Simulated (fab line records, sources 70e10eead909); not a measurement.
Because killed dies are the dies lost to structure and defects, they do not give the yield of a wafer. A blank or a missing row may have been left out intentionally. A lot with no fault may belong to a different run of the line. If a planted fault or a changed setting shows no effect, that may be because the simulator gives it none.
Comparing a struck lot with a sound one | flow nand-harc | 14 steps out of a route of 1302
Sound: these wafers, L250.2, L250.4, L250.6. Struck: wafer L244.4 (L244.1, L244.2, from the same lot, were not struck and are left out); the cause is given at the end.
Each step with rows lists, per side, the tool, then ch with its chambers, then its first start. Under that, the readings that differ: sound wafers | struck wafers | difference of the means | sigmas: that difference in standard deviations of wafers without a fault.
alike: a reading whose means differ by less than 2 such deviations, as well as words and numbers matching on both sides. not compared: withheld readings; readings where some wafer has no value; bounds like >300 that might hide an equal value; numbers whose values overlap and for which the record gives no deviation.
Wherever a step has rows on one side only, a row that says differs or no value, or a row with sigmas, the two part there. When numbers do not overlap yet have no deviation, they are printed without sigmas and do not part them. A reading missing from all wafers of one side parts the sides only when that side holds two or more wafers.

first, 1 step without rows for these wafers: NHARC_A_ONON_D1_DEP_00 (target thk 1000 nm).
NHARC_A_ONON_D1_THK_MEAS_02: measures by ellipsometry.
  sound: film-metro-02 at day 16 07:34; struck: film-metro-02 at day 13 14:20
  alike: thk-nm
then, 1 step without rows for these wafers: NHARC_A_ONON_D1_DEP_03 (target thk 1000 nm).
NHARC_A_ONON_D1_THK_MEAS_05: measures by ellipsometry.
  sound: film-metro-02 at day 16 08:07; struck: film-metro-02 at day 13 14:55
  alike: thk-nm
then, 1 step without rows for these wafers: NHARC_A_ONON_D1_DEP_06 (target thk 1000 nm).
NHARC_A_ONON_D1_THK_MEAS_08: measures by ellipsometry.
  sound: film-metro-02 at day 16 08:41; struck: film-metro-01 at day 13 15:29
  reading     | sound       | struck | difference | sigmas
  thk-nm (nm) | 985 987 987 | 1011   | +25        | +2
then, 1 step without rows for these wafers: NHARC_A_ONON_D1_DEP_09 (target thk 1000 nm).
NHARC_A_ONON_D1_THK_MEAS_11: measures by ellipsometry.
  sound: film-metro-02 at day 16 09:16; struck: film-metro-02 at day 13 16:02
  alike: thk-nm
then, 1 step without rows for these wafers: NHARC_A_ONON_D1_DEP_12 (target thk 1000 nm).
NHARC_A_ONON_D1_THK_MEAS_14: measures by ellipsometry.
  sound: film-metro-01 at day 16 09:49; struck: film-metro-01 at day 13 16:37
  alike: thk-nm
then, 1 step without rows for these wafers: NHARC_A_ONON_D1_ANNEAL_15 (time 3600 s).
NHARC_A_ONON_D1_DEP_16: target thk 1000 nm.
  sound on pecvd-onon-01 ch 0, day 16 20:26; struck on pecvd-onon-01 ch 0, day 14 00:13
NHARC_A_ONON_D1_THK_MEAS_18: measures by ellipsometry.
  sound: film-metro-01 at day 16 20:53; struck: film-metro-01 at day 14 00:43
  reading     | sound          | struck | difference | sigmas
  thk-nm (nm) | 1003 1001 1001 | 1063   | +61        | +6
then, 1 step without rows for these wafers: NHARC_A_ONON_D1_DEP_19 (target thk 1000 nm).

== WHERE THEY PART ==
Last at NHARC_A_ONON_D1_THK_MEAS_18 as far as this record goes, first at NHARC_A_ONON_D1_THK_MEAS_08.

WHY: the cause the simulator had injected
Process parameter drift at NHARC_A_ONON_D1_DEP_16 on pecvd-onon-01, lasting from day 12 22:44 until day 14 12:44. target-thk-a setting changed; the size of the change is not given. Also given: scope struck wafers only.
